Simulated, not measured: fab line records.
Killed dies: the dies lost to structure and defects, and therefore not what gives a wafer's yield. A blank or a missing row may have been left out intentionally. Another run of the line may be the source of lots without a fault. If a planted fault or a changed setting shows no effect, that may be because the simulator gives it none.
What tool caused it?    flow nand harc    6 lots with 18 wafers sampled at 5 steps, on a route of 1302 steps

== WHAT THE GAUGES SHOWED, per wafer ==
NHARC_END_SORT_01.
lot   measured      on         sort_bin_2_pct (%)
L306  day 26 00:31  prober-01  1.3 1.5 1.5
L310  day 28 00:59  prober-02  1.6 1.3 1.8
L307  day 28 08:43  prober-01  2.4 1.2 2.7
L314  day 29 20:44  prober-01  2.4 3.2 1.5
L323  day 34 00:18  prober-02  2.1 2.8 1.5
L321  day 34 12:41  prober-01  2.5 2.7 2.8

== WHAT TOOL EACH LOT RAN ON (gives the tool, then ch and the chambers of the sampled wafers, and finally the start) ==
lot   NHARC_A_M0_PVD_21             NHARC_A_M1_STRIP_18                 NHARC_A_M1_PVD_21                        NHARC_THIN_TSV_ANNEAL_52
L306  pvd sputter-02, day 24 07:22  rie diel-02 ch 0,1,2, day 24 10:41  pvd sputter-01, day 25 12:08 or earlier  rtp anneal-01 ch 0, day 25 12:08
L310  pvd sputter-02, day 26 04:06  rie diel-05 ch 0,3, day 26 07:33    pvd sputter-02, day 27 10:23 or earlier  rtp anneal-02 ch 0, day 27 10:23
L307  pvd sputter-01, day 26 17:10  rie diel-13 ch 1,2,3, day 26 20:34  pvd sputter-02, day 27 20:07 or earlier  rtp anneal-01 ch 0, day 27 20:07
L314  pvd sputter-01, day 28 06:02  rie diel-13 ch 0,1, day 28 09:20    pvd sputter-01, day 29 09:47 or earlier  rtp anneal-01 ch 0, day 29 09:47
L323  pvd sputter-03, day 31 22:29  rie diel-02 ch 0,1, day 32 01:38    pvd sputter-03, day 33 12:54 or earlier  rtp anneal-01 ch 0, day 33 12:54
L321  pvd sputter-03, day 32 23:28  rie diel-02 ch 1,3, day 33 02:44    pvd sputter-01, day 34 00:07 or earlier  rtp anneal-02 ch 0, day 34 00:07
- NHARC_A_M0_PVD_21: deposits Cu, target thk 30 nm, time 20.49 s.
- NHARC_A_M1_STRIP_18: strips in N2/H2.
- NHARC_A_M1_PVD_21: deposits Cu, target thk 30 nm, time 20.49 s.
- NHARC_THIN_TSV_ANNEAL_52: time 90 s.

== THE ANSWER, worked out from the rows above alone ==
Rule: the lots themselves supply what counts as usual. Put in order of their means at a reading, lots are off if they are a third of the lots or fewer, leave a main group of 4 or more, and stand apart from it by a gap of 3 or more times the standard deviation of the main group's means; of several such gaps the widest counts. A main group whose means are all the same, to the digits that the tables above print for the reading, isn't used. A lot without any number at a reading at which 4 lots or more have one is off too. The other lots that the step has rows for count as sound.
Nothing can be told from this: no lot is off at any reading shown.

== WHAT HAD BEEN PUT IN BY THE SIMULATOR ==
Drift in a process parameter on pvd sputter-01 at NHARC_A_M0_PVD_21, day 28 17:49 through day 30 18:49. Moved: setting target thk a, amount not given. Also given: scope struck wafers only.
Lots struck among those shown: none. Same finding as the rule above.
